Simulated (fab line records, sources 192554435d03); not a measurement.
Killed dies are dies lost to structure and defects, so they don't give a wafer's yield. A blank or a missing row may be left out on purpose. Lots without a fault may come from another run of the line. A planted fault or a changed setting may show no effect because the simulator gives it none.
Split-lot experiment | flow n5_finfet | 7 lots, 21 wafers read, on a route of 1938 steps

THE SPLIT
At N5_BEOL_M5_TRENCH_ETCH_37 (etches SiCOH lowk in C4F6/O2, target depth 71.652 nm, time 24.7 s), the setting time_s was moved away from the recipe's 24.7 s on 8 of the 21 wafers read, by -22.4% to +13.4%. The other wafers ran this setting at the recipe's value.

FROM THE SPLIT TO THE READING: what the file shows between them, 2 steps
- N5_BEOL_M5_ETCH_41: etches SiCN in CH3F/O2, target depth 31.5 nm, time 56.7 s (also split here: source_w)
- N5_BEOL_M5_STRIP_91: strips in N2/H2, time 10 s

THE READING
trench_depth_nm, in nm, at N5_BEOL_M5_OCD_MEAS_38. Fault-free wafers of this fab line usually give 71.6 nm, standard deviation 1.6 nm.

wafer  | tool, chamber at the split | time_s as run, s | against the recipe | trench_depth_nm, nm | against lot-mates on the recipe
L074.1 | rie_diel-02, 3             | 20.21            | -18.2%             | 57.2                | -16.6
L074.2 | rie_diel-02, 2             | 20.21            | -18.2%             | 56.6                | -17.2
L074.3 | rie_diel-02, 0             | 24.7             | recipe             | 73.8                | -
L079.2 | rie_diel-03, 3             | 24.7             | recipe             | 69.3                | -
L079.4 | rie_diel-03, 0             | 24.7             | recipe             | 73.6                | -
L079.6 | rie_diel-03, 2             | 24.7             | recipe             | 72.3                | -
L083.2 | rie_diel-02, 2             | 19.16            | -22.4%             | 53.4                | -18.8
L083.3 | rie_diel-02, 0             | 24.7             | recipe             | 72.2                | -
L083.4 | rie_diel-02, 3             | 19.16            | -22.4%             | 53.7                | -18.5
L087.4 | rie_diel-06, 0             | 24.7             | recipe             | 73.2                | -
L087.5 | rie_diel-06, 3             | 24.7             | recipe             | 71.4                | -
L087.6 | rie_diel-06, 0             | 24.7             | recipe             | 72.6                | -
L092.1 | rie_diel-03, 0             | 26.61            | +7.7%              | 80.0                | +8.5
L092.3 | rie_diel-03, 3             | 24.7             | recipe             | 68.8                | -
L092.4 | rie_diel-03, 0             | 24.7             | recipe             | 74.3                | -
L094.3 | rie_diel-02, 1             | 20.73            | -16.1%             | 60.3                | -10.8
L094.5 | rie_diel-02, 0             | 24.7             | recipe             | 72.6                | -
L094.6 | rie_diel-02, 3             | 24.7             | recipe             | 69.5                | -
L095.1 | rie_diel-06, 2             | 28               | +13.4%             | 79.5                | +6.6
L095.3 | rie_diel-06, 1             | 28               | +13.4%             | 80.5                | +7.6
L095.4 | rie_diel-06, 3             | 24.7             | recipe             | 72.9                | -

THE FIT
A straight line over all 21 wafers: trench_depth_nm changes by +0.779 nm for each +1% of time_s; r = +0.98; the points scatter about the line by 1.7 nm.
The same after taking each lot's own level away (the mean of its wafers on the recipe; 21 wafers): +0.79 nm for each +1%; r = +0.97; scatter 2 nm.
On that fit, the largest move of time_s shifts the reading by 18 nm.
The lots' own levels span 71.05 to 73.80 nm, that is 1.7 times the standard deviation above.
So the lot-to-lot level changes the slope little: the two slopes agree.
Check: with one of the wafers moved furthest among these (-22.4%) left out of the fit, the line predicts -18 nm for it against its lot-mates. It came out at -18.8 nm against them.

OTHER SPLITS ON THESE WAFERS
These wafers also went through other splits before the reading. Each is held against what the fit with the lots' levels taken away leaves over:
other split on the same wafers     | wafers away from the commonest value | r with trench_depth_nm (lot level and that fit taken away)
N5_BEOL_M3_COAT_68 spin_rpm        | 8                                    | +0.07
N5_BEOL_M4_COAT_62 spin_rpm        | 6                                    | -0.32
N5_BEOL_M4_COAT_05 spin_rpm        | 4                                    | +0.32
N5_BEOL_M4_TRENCH_ETCH_37 time_s   | 5                                    | -0.44
N5_BEOL_M4_SURFACE_TREAT_85 time_s | as run: not given for these wafers   | -
N5_BEOL_M5_ETCH_41 source_w        | 5                                    | +0.17

THE WHOLE CHAIN: every reading that the file lists as answering this split, in the file's order
step                      | what it does                                                      | reading                                                                   | change (the file's fit)               | r (the file's)
N5_BEOL_M5_TRENCH_ETCH_37 | etches SiCOH lowk in C4F6/O2, target depth 71.652 nm, time 24.7 s | BEOL_M5.feature_depth_nm (the simulator's own value, which no gauge read) | +0.774 nm for each +1% of the setting | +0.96
N5_BEOL_M5_TRENCH_ETCH_37 | etches SiCOH lowk in C4F6/O2, target depth 71.652 nm, time 24.7 s | etch.depth_nm (the simulator's own value, which no gauge read)            | +0.777 nm for each +1% of the setting | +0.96
N5_BEOL_M5_OCD_MEAS_38    |                                                                   | trench_depth_nm                                                           | +0.796 nm for each +1% of the setting | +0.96

THE FILE'S OWN FIT
trench_depth_nm changes by +0.796 nm for each +1% of time_s, r = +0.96.
